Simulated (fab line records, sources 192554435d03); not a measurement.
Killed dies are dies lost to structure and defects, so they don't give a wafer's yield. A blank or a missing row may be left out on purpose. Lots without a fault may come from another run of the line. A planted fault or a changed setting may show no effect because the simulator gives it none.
Problem report in the 8D (eight disciplines) form, filled by code | flow n5_finfet | the parts of the form that need people (team, actions taken, sign-off) are left out

1. THE PROBLEM
spin_speed_rpm at N5_BEOL_M9_COAT_63 reads a mean of 1583.7 rpm on 6 wafers of 2 lots; wafers without a fault read 1500.0 rpm with a standard deviation of 1. That is +84 standard deviations from the usual mean.
The step: time 60 s, resist thk 60 nm.
First seen on wafer L732.2, day 12 22:52, on litho_track-04. The record holds 12 wafers of 4 lots with a number at this step. Rule for "out", or "out of limits": more than 4 standard deviations from the usual mean. The other wafers with a number count as sound.

2. WHAT IT IS AND WHAT IT IS NOT
question                    | is                     | is not
which readings at this step | spin_speed_rpm         | exhaust_pa
which lots                  | L732, L733             | L745, L746
which wafers of those lots  | all that have a number | -
read on which tools         | litho_track-04         | litho_track-05
when                        | from day 12 22:52      | up to then (0 sound wafers); but 6 sound wafers of L745, L746 came after

3. SUSPECTS, AND WHAT RULES EACH OUT
Counting: a tool at a process step up to the reading stays a suspect if it ran every lot that is out and no sound lot after the first of them.
- litho_track-04 at N5_BEOL_M9_COAT_63 (time 60 s, resist thk 60 nm): ruled out as a lasting fault. Sound lots L746 ran on it after its first lot that is out, L732 (day 12 22:52).
Left after counting: nothing in the record.

4. THE CAUSE (what the simulator had put in)
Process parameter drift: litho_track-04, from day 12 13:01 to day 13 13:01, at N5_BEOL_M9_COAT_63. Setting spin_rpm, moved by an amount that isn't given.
Counting ruled it out, wrongly.

5. THE CHAIN OF EFFECTS, in route order
Each row: a reading whose mean over the struck wafers that have a number lies more than 3 standard deviations from the usual. Only readings for which the record gives a usual standard deviation are gone through. hours: the time from each lot's start at the first step in this table that gives one to its start at this step, as a median over the lots. sigmas: the change in usual standard deviations.
hours | step               | reading        | usual      | on struck wafers | change | sigmas
0     | N5_BEOL_M9_COAT_63 | spin_speed_rpm | 1500.0 rpm | 1583.7           | +83.7  | +84
The process steps in it:
- N5_BEOL_M9_COAT_63: time 60 s, resist thk 60 nm.

6. WHAT WOULD HAVE CAUGHT IT SOONER
In this record the first reading out of limits was taken at day 12 22:52, 10 hours after the fault began at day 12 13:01.
